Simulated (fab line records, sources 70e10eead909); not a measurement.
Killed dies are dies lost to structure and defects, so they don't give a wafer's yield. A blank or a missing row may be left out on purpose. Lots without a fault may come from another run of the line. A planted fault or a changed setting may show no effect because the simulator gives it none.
Which tool did it? | flow nand_harc | 6 lots, 18 wafers sampled, at 3 steps of a route of 1159

WHAT THE GAUGES READ, wafer by wafer
NHARC_A_CONTACT_INSPECT_23.
lot  | measured     | on                | raw_defect_count
L614 | day 18 20:05 | defect_inspect-01 | 2344 2580 2533
L623 | day 20 07:55 | defect_inspect-01 | 468 277 313
L624 | day 21 01:31 | defect_inspect-02 | 529 341 535
L626 | day 22 05:10 | defect_inspect-01 | 501 598 349
L627 | day 22 14:49 | defect_inspect-02 | 374 457 326
L630 | day 22 23:49 | defect_inspect-02 | 545 356 687

WHICH TOOL RAN EACH LOT (tool, then ch and the chambers of the sampled wafers, then the start)
lot  | NHARC_A_CONTACT_ALD_18              | NHARC_A_CONTACT_CMP_20
L614 | ald_metal-01 ch 1,2,3, day 18 16:30 | cmp-02 ch 0,2,3, day 18 19:42
L623 | ald_metal-04 ch 0,1, day 20 06:13   | cmp-04 ch 0,2,3, day 20 07:31
L624 | ald_metal-01 ch 0,2, day 20 21:43   | cmp-02 ch 2,3, day 21 01:07
L626 | ald_metal-02 ch 0,3, day 22 01:59   | cmp-02 ch 0,2,3, day 22 04:49
L627 | ald_metal-01 ch 0,3, day 22 08:18   | cmp-02 ch 0,1, day 22 14:24
L630 | ald_metal-04 ch 0,1,3, day 22 17:38 | cmp-02 ch 0,1,3, day 22 23:24
- NHARC_A_CONTACT_ALD_18: deposits TiN, target thk 3 nm, pulse time 1 s, ald cycles 150.
- NHARC_A_CONTACT_CMP_20: polishes, t overpolish 30 s, target thk 300 nm.

THE ANSWER, worked out from the rows above alone
Rule: what is usual is taken from the lots themselves. Put in order of their means at a reading, lots are off if they are a third of the lots or fewer, leave a main group of 4 or more, and stand apart from it by a gap of 3 or more times the standard deviation of the main group's means; of several such gaps the widest counts. A main group whose means are all the same, to the digits that the tables above print for the reading, isn't used. A lot without any number at a reading at which 4 lots or more have one is off too. The other lots that the step has rows for count as sound.
Off: L614, at NHARC_A_CONTACT_INSPECT_23 (raw_defect_count). The main group: mean 444, standard deviation 65.
A tool fits if, at a process step before that reading, it ran every lot that is off, and no sound lot after the first of them. The gauges at NHARC_A_CONTACT_INSPECT_23 are tried like those tools. None of those tried fits.

WHAT THE SIMULATOR HAD PUT IN
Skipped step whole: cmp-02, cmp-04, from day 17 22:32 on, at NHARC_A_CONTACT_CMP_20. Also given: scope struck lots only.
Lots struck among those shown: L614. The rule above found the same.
